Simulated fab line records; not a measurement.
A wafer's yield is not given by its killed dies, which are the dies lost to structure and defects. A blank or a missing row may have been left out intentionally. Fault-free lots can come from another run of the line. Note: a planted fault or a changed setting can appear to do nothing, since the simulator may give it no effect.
Matching of chambers / flow nand harc / NHARC_P_BONDPAD_CMP_32 on cmp-02 has 4 sister chambers
The step polishes SiCN, target thk 200 nm. 18 wafers are shown with their chamber, then 9 later ones without.

## WAFERS PAIRED WITH THEIR CHAMBERS
wafer=L630.3; chamber=3; motor current A (A)=12.2; retaining ring pressure frac=0.995
wafer=L630.5; chamber=2; motor current A (A)=12.4; retaining ring pressure frac=0.994
wafer=L630.6; chamber=3; motor current A (A)=12.8; retaining ring pressure frac=1.001
wafer=L631.2; chamber=0; motor current A (A)=12.4; retaining ring pressure frac=0.998
wafer=L631.3; chamber=1; motor current A (A)=11.2; retaining ring pressure frac=0.995
wafer=L631.6; chamber=0; motor current A (A)=12.4; retaining ring pressure frac=1.004
wafer=L638.3; chamber=2; motor current A (A)=13.4; retaining ring pressure frac=1.005
wafer=L638.4; chamber=1; motor current A (A)=11.9; retaining ring pressure frac=0.998
wafer=L638.5; chamber=2; motor current A (A)=13.2; retaining ring pressure frac=0.997
wafer=L640.1; chamber=2; motor current A (A)=12.3; retaining ring pressure frac=0.995
wafer=L640.4; chamber=0; motor current A (A)=12.2; retaining ring pressure frac=1.001
wafer=L640.5; chamber=0; motor current A (A)=12.1; retaining ring pressure frac=0.998
wafer=L645.1; chamber=0; motor current A (A)=12.4; retaining ring pressure frac=0.997
wafer=L645.5; chamber=3; motor current A (A)=12.7; retaining ring pressure frac=1.012
wafer=L645.6; chamber=0; motor current A (A)=12.1; retaining ring pressure frac=0.993
wafer=L646.1; chamber=3; motor current A (A)=13.3; retaining ring pressure frac=0.998
wafer=L646.4; chamber=1; motor current A (A)=11.2; retaining ring pressure frac=0.992
wafer=L646.6; chamber=1; motor current A (A)=11.0; retaining ring pressure frac=0.998

SIGNATURES, as means of the wafers listed above
reading=motor current A; chamber 0=12.267; chamber 1=11.325; chamber 2=12.825; chamber 3=12.750; scatter within a chamber=0.389
reading=retaining ring pressure frac; chamber 0=0.99850; chamber 1=0.99575; chamber 2=0.99775; chamber 3=1.00150; scatter within a chamber=0.00488
Rule: for a wafer and a chamber, the distance is found by dividing, reading by reading, the gap between the wafer's reading and the chamber's mean by the reading's scatter, squaring, summing and taking the root. If the next closest chamber is less than 2 further off than the closest, the wafer can't be placed; otherwise it belongs to the closest. The scatter: the root of (the sum of the squares of (reading less its chamber's mean) over the shown wafers, divided by (wafers less chambers)).

## WAFERS WITH NO CHAMBER GIVEN
wafer=L647.2; motor current A (A)=13.2; retaining ring pressure frac=1.004
wafer=L647.3; motor current A (A)=12.4; retaining ring pressure frac=1.002
wafer=L647.6; motor current A (A)=12.8; retaining ring pressure frac=1.008
wafer=L649.2; motor current A (A)=11.7; retaining ring pressure frac=0.986
wafer=L649.3; motor current A (A)=11.5; retaining ring pressure frac=1.002
wafer=L649.5; motor current A (A)=12.4; retaining ring pressure frac=1.007
wafer=L648.3; motor current A (A)=12.6; retaining ring pressure frac=0.999
wafer=L648.4; motor current A (A)=13.3; retaining ring pressure frac=1.005
wafer=L648.6; motor current A (A)=11.3; retaining ring pressure frac=0.995

## THE CHAMBER EACH PASSED THROUGH
wafer=L647.2; from the rows above=can't be placed: 3 or 2 or 0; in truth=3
wafer=L647.3; from the rows above=can't be placed: 0 or 3 or 2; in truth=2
wafer=L647.6; from the rows above=can't be placed: 3 or 2 or 0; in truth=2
wafer=L649.2; from the rows above=can't be placed: 1 or 0 or 2 or 3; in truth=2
wafer=L649.3; from the rows above=can't be placed: 1 or 0 or 3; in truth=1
wafer=L649.5; from the rows above=can't be placed: 3 or 0 or 2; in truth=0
wafer=L648.3; from the rows above=can't be placed: 2 or 3 or 0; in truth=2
wafer=L648.4; from the rows above=can't be placed: 3 or 2 or 0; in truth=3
wafer=L648.6; from the rows above=1; in truth=1
Correct placement for 1 of the 9. Cannot be placed on the basis of these rows: 8; the candidates contain the true chamber in 8. 0 placed wrongly.
